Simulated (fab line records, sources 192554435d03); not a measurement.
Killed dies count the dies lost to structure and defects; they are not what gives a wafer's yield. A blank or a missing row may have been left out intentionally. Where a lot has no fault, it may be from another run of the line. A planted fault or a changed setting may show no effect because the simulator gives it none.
Chamber matching ; flow n5 finfet ; N5_MOL_CONTACT_COAG_ETCH_91 on rie diel-01: 4 sister chambers
The step etches SOC in N2/H2, target depth 60 nm, overetch 21 nm, time 101.2 s. 16 wafers are shown with their chamber, then 8 later ones without.

WAFERS PAIRED WITH THEIR CHAMBERS
wafer;chamber;drypump motor current A (A);showerhead plenum p Torr (Torr);throttle valve pct (%)
L075.1;0;6.0;2.42;18.16
L075.4;3;5.7;2.56;18.12
L075.6;2;5.2;2.59;17.50
L081.2;1;5.7;2.72;18.11
L081.3;0;6.1;2.41;18.17
L081.5;1;5.7;2.72;18.10
L086.1;2;5.2;2.58;17.53
L086.2;1;5.7;2.72;18.12
L086.3;0;6.0;2.41;18.18
L086.4;3;5.7;2.55;18.16
L086.5;2;5.2;2.58;17.53
L086.6;3;5.7;2.55;18.15
L091.1;1;5.7;2.71;18.16
L091.5;3;5.7;2.55;18.18
L091.6;2;5.2;2.58;17.56
L093.2;3;5.7;2.55;18.20

SIGNATURES (means of the wafers above)
reading;chamber 0;chamber 1;chamber 2;chamber 3;scatter within a chamber
drypump motor current A;6.033;5.700;5.200;5.700;0.0236
showerhead plenum p Torr;2.4133;2.7175;2.5825;2.5520;0.00497
throttle valve pct;18.1700;18.1225;17.5300;18.1620;0.0254
Rule: a wafer's distance from a chamber is the root of the sum, over the readings, of the square of ((its reading less the chamber's mean) divided by the reading's scatter). If the next closest chamber is less than 2 further off than the closest, the wafer can't be placed; otherwise it belongs to the closest. The scatter: the root of (the sum of the squares of (reading less its chamber's mean) over the shown wafers, divided by (wafers less chambers)).

WAFERS WITHOUT THEIR CHAMBER
wafer;drypump motor current A (A);showerhead plenum p Torr (Torr);throttle valve pct (%)
L093.4;5.2;2.57;17.57
L093.6;6.0;2.72;17.67
L094.1;5.7;2.55;18.20
L094.2;5.7;2.71;18.15
L094.3;5.2;2.57;17.57
L094.4;6.0;2.72;17.69
L094.5;5.2;2.57;17.57
L094.6;5.7;2.55;18.19

EACH ONE'S CHAMBER
wafer;from the rows above;in truth
L093.4;2;2
L093.6;1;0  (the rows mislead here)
L094.1;3;3
L094.2;1;1
L094.3;2;2
L094.4;1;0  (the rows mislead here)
L094.5;2;2
L094.6;3;3
Placed correctly: 6 of 8. Left unplaced by these rows: 0. Wrongly placed: 2.
